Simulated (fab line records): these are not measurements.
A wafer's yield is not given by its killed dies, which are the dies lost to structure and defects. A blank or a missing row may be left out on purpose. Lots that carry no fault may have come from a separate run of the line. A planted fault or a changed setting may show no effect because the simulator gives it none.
fab line records	flow nandHarc
record: lots: 11	wafers: 33	lastDay: 24
route steps=1159 shown A_BONDPAD@1061 THIN_TSV@1113 END@1159
lots that met no fault: taken from a fault-free run of the same line
startH: the number of hours between the record's first day and the start of the first shown wafer of the lot	waitH: time in hours since the lot's previous step	" same as the row above	L1.1+2: a row that stands for several wafers	- value missing, or start not given	* or withheld: withheld	< > ~ a bound
route shown NAME@n: NAME is a module with steps in the file, n the number in the route of the first one	usual: the fault-free wafers' mean and standard deviation	same: alike in all rows	chamber/n: place in a boat	sites: the reading at each site	_std_site: standard deviation across them	_edge_site: mean of outer sites minus mean of inner sites	radiusMm: for every site, how far away it sits from the centre of the wafer	mask NAME#n: copy n	behind: the tool/chamber that last shaped the wafer	hold: why the lot went on hold/how many hours it stayed there/how the hold came to an end	device: transistor that didn't switch, given as n, p or np	end of line: at the end of the route, the tests of the same wafers	a step with no rows: only its recipe	killed: the dies lost at the first sort to structure and to defects; this is not the yield of the wafer	map: shows each die of a wafer: x if killed, . if not, _ if none is there
set.NAME: the setting as run; set.NAME@STEP: as run at that earlier step	model.NAME: the simulator's own value behind a step, which no gauge read
one table for each step of the route and one row for each wafer, over a sample of lots
services: when a tool's chamber went out of use (startH, in hours from the record's first day, below 0 if earlier), for how many hours, and the reason
== steps ==
step: NHARC_A_BONDPAD_THK_MEAS_30
recipe: thkMeasGauge: ellipsometry
usual: thkNm: 199.7/1.3
lot.wafer	tool	chamber	startH	waitH	thkNm
L179.4	filmMetro-01	-	453.18	0.2	202.1
L179.5	"	-	"	"	199.7
L179.6	"	-	"	"	201.1
L183.2	filmMetro-02	-	453.55	0.2	197.5
L183.3	"	-	"	"	202.1
L183.5	"	-	"	"	202.1
L184.1	filmMetro-01	-	464.84	0.2	203.2
L184.3	"	-	"	"	199.9
L184.6	"	-	"	"	199.8
L181.2	filmMetro-02	-	467.80	0.2	201.0
L181.4	"	-	"	"	199.1
L181.6	"	-	"	"	200.2
L185.1	filmMetro-01	-	469.97	0.2	199.8
L185.3	"	-	"	"	200.1
L185.5	"	-	"	"	200.4
L188.2	filmMetro-02	-	478.02	0.2	197.4
L188.4	"	-	"	"	200.5
L188.5	"	-	"	"	201.3
L187.1	filmMetro-01	-	478.69	0.1	197.3
L187.3	"	-	"	"	198.5
L187.5	"	-	"	"	200.1
L189.4	filmMetro-02	-	481.39	0.2	199.6
L189.5	"	-	"	"	199.9
L189.6	"	-	"	"	197.6
L191.1	filmMetro-02	-	502.76	0.2	198.9
L191.5	"	-	"	"	200.5
L191.6	"	-	"	"	199.7
L196.1	filmMetro-02	-	527.44	0.1	197.6
L196.2	"	-	"	"	199.5
L196.5	"	-	"	"	200.0
L199.1	filmMetro-01	-	547.65	0.2	199.1
L199.2	"	-	"	"	198.6
L199.3	"	-	"	"	198.2
step: NHARC_A_BONDPAD_OVL_MEAS_35
usual: overlayXNm: -3/6.5	overlayYNm: -1/5.9
lot.wafer	tool	chamber	startH	waitH	overlayXNm	overlayYNm
L179.4	overlay-01	-	453.84	-	4	-3
L179.5	"	-	"	"	4	-3
L179.6	"	-	"	"	3	-3
L183.2	overlay-01	-	454.21	-	3	-17
L183.3	"	-	"	"	2	-18
L183.5	"	-	"	"	2	-18
L184.1	overlay-02	-	465.51	-	-9	1
L184.3	"	-	"	"	-10	1
L184.6	"	-	"	"	-10	1
L181.2	overlay-02	-	468.46	-	5	0
L181.4	"	-	"	"	5	-1
L181.6	"	-	"	"	5	-1
L185.1	overlay-02	-	470.64	-	-14	-3
L185.3	"	-	"	"	-14	-4
L185.5	"	-	"	"	-14	-3
L188.2	overlay-02	-	478.68	-	-15	-1
L188.4	"	-	"	"	-15	-2
L188.5	"	-	"	"	-15	-1
L187.1	overlay-02	-	479.35	-	-3	9
L187.3	"	-	"	"	-3	9
L187.5	"	-	"	"	-2	8
L189.4	overlay-02	-	482.04	-	-3	0
L189.5	"	-	"	"	-3	0
L189.6	"	-	"	"	-3	0
L191.1	overlay-02	-	503.43	-	-8	3
L191.5	"	-	"	"	-8	4
L191.6	"	-	"	"	-8	3
L196.1	overlay-02	-	527.97	-	-3	-4
L196.2	"	-	"	"	-3	-4
L196.5	"	-	"	"	-3	-3
L199.1	overlay-01	-	548.20	-	2	-3
L199.2	"	-	"	"	2	-2
L199.3	"	-	"	"	3	-3
step: NHARC_A_BONDPAD_STRIP_15
recipe: o2FlowSccm: 500	arFlowSccm: 0	biasW: 0	chemistry: O2
usual: chamberPressureMTorr: 60.00/0.055	drypumpMotorCurrentA: 5.60/0.3	oesProductAu: 0.998/0.0078	rfVppV: 57.9/0.93	showerheadPlenumPTorr: 3.60/0.14	throttleValvePct: 17.037/0.0094
lot.wafer	tool	chamber	startH	waitH	chamberPressureMTorr	drypumpMotorCurrentA	oesProductAu	rfHoursCounterH	rfVppV	showerheadPlenumPTorr	throttleValvePct
L179.4	rieDiel-03	1	454.37	0.1	59.97	5.22	0.986	2	56.7	3.37	17.033
L179.5	"	0	"	"	59.92	5.64	0.992	-	57.9	3.58	17.029
L179.6	"	1	"	"	60.04	5.24	0.988	-	57.3	3.37	17.021
L183.3	rieDiel-03	0	454.84	0.1	60.06	5.63	0.996	2	57.9	3.58	17.044
L183.2	"	1	"	"	60.04	5.23	0.997	2	57.7	3.37	17.024
L183.5	"	3	"	"	59.92	5.72	0.998	-	57.9	3.73	17.029
L184.3	rieDiel-03	1	466.02	0.1	59.94	5.22	0.990	2	56.2	3.37	17.028
L184.1	"	3	"	"	60.03	5.72	1.005	2	58.1	3.72	17.024
L184.6	"	2	"	"	60.04	5.63	0.998	-	57.3	3.71	17.040
L181.2	rieDiel-12	0	468.99	0.1	60.02	5.35	1.007	13	56.8	3.48	17.055
L181.4	"	2	"	"	60.08	6.34	0.993	15	59.6	3.74	17.040
L181.6	"	1	"	"	59.87	6.16	0.996	-	57.3	3.63	17.035
L185.3	rieDiel-03	2	471.17	0.1	60.00	5.61	1.008	3	56.8	3.71	17.063
L185.1	"	0	"	"	60.01	5.62	0.995	3	59.1	3.58	17.030
L185.5	"	1	"	"	60.09	5.23	0.991	-	59.3	3.37	17.018
L188.2	rieDiel-03	1	479.24	0.1	59.98	5.23	0.995	3	59.0	3.37	17.027
L188.4	"	2	"	"	60.03	5.66	0.997	3	59.4	3.71	17.044
L188.5	"	3	"	"	60.02	5.72	1.011	-	59.0	3.72	17.023
L187.1	rieDiel-03	1	479.88	0.1	60.04	5.26	0.986	3	56.1	3.37	17.033
L187.3	"	2	"	"	59.98	5.65	0.996	3	57.8	3.71	17.045
L187.5	"	1	"	"	60.00	5.26	0.981	-	57.2	3.37	17.014
L189.4	rieDiel-03	0	482.60	0.1	60.01	5.62	0.997	3	59.4	3.58	17.036
L189.5	"	1	"	"	60.00	5.23	0.981	-	58.9	3.37	17.048
L189.6	"	2	"	"	60.09	5.65	1.001	-	58.9	3.71	17.053
L191.1	rieDiel-03	2	503.95	0.1	60.09	5.68	0.998	4	57.7	3.71	17.039
L191.5	"	2	"	"	60.05	5.69	1.002	-	59.9	3.71	17.045
L191.6	"	3	"	"	59.92	5.71	1.002	-	59.0	3.72	17.038
L196.1	rieDiel-03	1	528.48	0.1	59.98	5.20	0.990	5	57.2	3.37	17.050
L196.2	"	0	"	"	59.96	5.65	0.996	5	57.8	3.58	17.046
L196.5	"	1	"	"	59.93	5.22	0.985	-	57.6	3.37	17.033
L199.3	rieDiel-09	3	548.72	0.1	59.95	5.31	0.996	43	58.6	3.56	17.037
L199.2	"	1	"	"	59.95	6.78	0.991	43	58.7	3.46	17.046
L199.1	"	2	"	"	60.00	5.38	0.993	43	59.1	3.60	17.049
step: NHARC_THIN_TSV_EXPOSE_09
recipe: na: 0.55	doseMj: 30.7	maskId: TSV
usual: exposureDoseMJCm2: 30.70/0.031	stageVelMmS: 500.05/0.26
lot.wafer	tool	chamber	startH	waitH	mask	exposureDoseMJCm2	stageVelMmS
L183.2	krfScanner-02	0	471.42	-	TSV#0	30.73	499.99
L183.3	"	0	"	"	TSV#0	30.69	499.91
L183.5	"	0	"	"	TSV#0	30.71	499.80
L179.4	krfScanner-03	0	472.72	-	TSV#0	30.69	499.74
L179.5	"	0	"	"	TSV#0	30.78	499.80
L179.6	"	0	"	"	TSV#0	30.69	499.89
L184.1	krfScanner-03	0	481.47	-	TSV#0	30.67	499.83
L184.3	"	0	"	"	TSV#0	30.69	499.73
L184.6	"	0	"	"	TSV#0	30.70	499.86
L181.2	krfScanner-01	0	482.80	-	TSV#0	30.69	499.46
L181.4	"	0	"	"	TSV#0	30.65	499.63
L181.6	"	0	"	"	TSV#0	30.67	500.13
L185.1	krfScanner-01	0	488.86	-	TSV#0	30.64	500.28
L185.3	"	0	"	"	TSV#0	30.71	499.92
L185.5	"	0	"	"	TSV#0	30.64	500.02
L189.4	krfScanner-01	0	494.83	-	TSV#0	30.71	500.00
L189.5	"	0	"	"	TSV#0	30.73	499.64
L189.6	"	0	"	"	TSV#0	30.72	500.15
L187.1	krfScanner-01	0	496.00	-	TSV#0	17.01	500.36
L187.3	"	0	"	"	TSV#0	17.09	500.23
L187.5	"	0	"	"	TSV#0	17.07	500.35
L188.2	krfScanner-02	0	497.32	-	TSV#0	30.75	499.98
L188.4	"	0	"	"	TSV#0	30.71	500.48
L188.5	"	0	"	"	TSV#0	30.70	500.16
L191.1	krfScanner-01	0	522.26	-	TSV#0	17.04	499.85
L191.5	"	0	"	"	TSV#0	17.04	500.15
L191.6	"	0	"	"	TSV#0	17.05	499.95
L196.1	krfScanner-02	0	542.45	-	TSV#0	30.68	500.55
L196.2	"	0	"	"	TSV#0	30.64	500.11
L196.5	"	0	"	"	TSV#0	30.68	500.30
L199.1	krfScanner-02	0	563.77	-	TSV#0	30.74	500.26
L199.2	"	0	"	"	TSV#0	30.71	500.23
L199.3	"	0	"	"	TSV#0	30.73	500.11
step: NHARC_THIN_TSV_CD_MEAS_12
recipe: targetCdNm: 1000	landingEnergyEv: 500
usual: cdNm: 1000.9/2.1
lot.wafer	tool	chamber	startH	waitH	cdNm
L183.2	cdSem-03	0	471.57	-	999.4
L183.3	"	0	"	"	997.6
L183.5	"	0	"	"	997.5
L179.4	cdSem-02	0	472.87	-	1000.0
L179.5	"	0	"	"	998.2
L179.6	"	0	"	"	999.6
L184.1	cdSem-03	0	481.62	-	999.0
L184.3	"	0	"	"	1000.5
L184.6	"	0	"	"	1002.0
L181.2	cdSem-01	0	482.96	-	999.9
L181.4	"	0	"	"	1000.8
L181.6	"	0	"	"	1002.2
L185.1	cdSem-03	0	489.01	-	1000.0
L185.3	"	0	"	"	1001.8
L185.5	"	0	"	"	1002.0
L189.4	cdSem-01	0	494.98	-	1002.1
L189.5	"	0	"	"	1002.0
L189.6	"	0	"	"	1002.5
L187.1	cdSem-01	0	496.16	-	994.8
L187.3	"	0	"	"	993.8
L187.5	"	0	"	"	994.3
L188.2	cdSem-03	0	497.47	-	1003.3
L188.4	"	0	"	"	1005.0
L188.5	"	0	"	"	1004.3
L191.1	cdSem-03	0	522.42	-	991.4
L191.5	"	0	"	"	991.3
L191.6	"	0	"	"	990.4
L196.1	cdSem-02	0	542.61	-	1000.6
L196.2	"	0	"	"	1000.9
L196.5	"	0	"	"	1000.6
L199.1	cdSem-02	0	563.92	-	1002.6
L199.2	"	0	"	"	1001.9
L199.3	"	0	"	"	1000.5
step: NHARC_END_SORT_01
recipe: tempC: 25
usual: defectLimitedYield: 95.2/1.3	killedAtArray: 29/9.4	killedAtOther: 0.7/1.3	killedAtPeriphery: 2.9/2.1	killedDies: 32/9	killedOpen: 3.3/1.8	killedShort: 1.9/1.4	sort_bin_2_pct: 1.4/0.53	sort_bin_3_pct: 0.28/0.21	sort_bin_4_pct: 3.1/0.91	sortNPass: 645/9	sortRimYieldPct: 97.4/1.7	sortYieldPct: 95.2/1.3
same: grossDies: 677	sort_bin_5_pct[%]: 0	sort_bin_6_pct[%]: 0	sort_bin_7_pct[%]: 0	sort_bin_8_pct[%]: 0	sortRimNGross: 106.00
lot.wafer	tool	chamber	startH	waitH	defectLimitedYield[%]	killedAtArray	killedAtOther	killedAtPeriphery	killedDies	killedOpen	killedShort	sort_bin_2_pct[%]	sort_bin_3_pct[%]	sort_bin_4_pct[%]	sortNPass	sortRimYieldPct[%]	sortYieldPct[%]
L189.4	prober-01	0	521.19	3.4	95.7	21	1	7	29	3	2	1.0	0.30	3.0	648	94.3	95.7
L189.5	prober-01	0	522.00	3.7	94.7	29	2	5	36	7	1	1.3	0	4.0	641	97.2	94.7
L189.6	prober-01	0	522.80	4.0	97.0	15	1	4	20	4	0	0.4	0.15	2.4	657	95.3	97.0
killed by level:class
L189.4 A_CHANNEL_HOLE_D1:chamberFilmFlake=9 A_CONTACT:chamberFilmFlake=4 P_M1:chamberFilmFlake=3 A_M1:chamberFilmFlake=3 P_BONDPAD:chamberFilmFlake=2 A_STAIRCASE:chamberFilmFlake=2 P_GATE:geometricParticle:open=1 P_M0:geometricParticle:open=1
L189.5 A_M1:chamberFilmFlake=8 A_CONTACT:chamberFilmFlake=7 A_CHANNEL_HOLE_D1:chamberFilmFlake=6 A_M0:geometricParticle:open=2 P_BONDPAD:chamberFilmFlake=2 THIN_TSV:chamberFilmFlake=2 P_CONTACT:geometricParticle:open=1 P_M1:geometricParticle:open=1
L189.6 A_CHANNEL_HOLE_D1:chamberFilmFlake=6 P_BONDPAD:chamberFilmFlake=3 A_M1:chamberFilmFlake=3 A_CONTACT:geometricParticle:open=2 A_STAIRCASE:chamberFilmFlake=2 P_M0:geometricParticle:open=1 A_ONON_D1:geometricParticle:open=1 A_CONTACT:chamberFilmFlake=1
== services ==
tool	chamber	startH	hours	kind
rieDiel-09	-	431.16	9.0	pm
rieDiel-03	0	450.30	-	clean
rieDiel-03	1	450.30	-	clean
rieDiel-03	2	450.30	-	clean
rieDiel-03	3	450.30	-	clean
rieDiel-09	0	458.56	6.1	repair
rieDiel-03	0	474.80	-	clean
rieDiel-03	1	474.80	-	clean
rieDiel-03	2	474.80	-	clean
rieDiel-03	3	474.80	-	clean
krfScanner-02	-	484.64	0.2	repair
rieDiel-03	0	499.30	-	clean
rieDiel-03	1	499.30	-	clean
rieDiel-03	2	499.30	-	clean
rieDiel-03	3	499.30	-	clean
krfScanner-03	-	512.00	4.0	pm
rieDiel-03	0	523.80	-	clean
rieDiel-03	1	523.80	-	clean
rieDiel-03	2	523.80	-	clean
rieDiel-09	0	526.62	12.5	repair
krfScanner-02	-	554.00	4.0	pm
rieDiel-12	-	556.40	9.0	pm
rieDiel-09	0	559.07	5.5	repair
rieDiel-09	1	563.34	3.1	repair
== key ==
firstSign: step: NHARC_THIN_TSV_EXPOSE_09	reading: exposureDoseMJCm2	direction: down	sigmas: 99+	usual: 30.70	struck: 17.05
effect: step: NHARC_THIN_TSV_CD_MEAS_12	reading: cdNm	direction: down	sigmas: 4	usual: 1000.9	struck: 992.6
metAt NHARC_THIN_TSV_EXPOSE_09
struckLots L187,L191
notActingAt NHARC_A_BONDPAD_THK_MEAS_30,NHARC_A_BONDPAD_OVL_MEAS_35,NHARC_A_BONDPAD_STRIP_15
onsetBetween 494.83 496.00
fault: kind: processParameterDrift	tool: krfScanner-01	chamber: -	onsetH: 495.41	steps: NHARC_THIN_TSV_EXPOSE_09	channel: doseMj	offset: -13.661	shape: step	actsIn: theseRecipesOnly	stated: 30.7
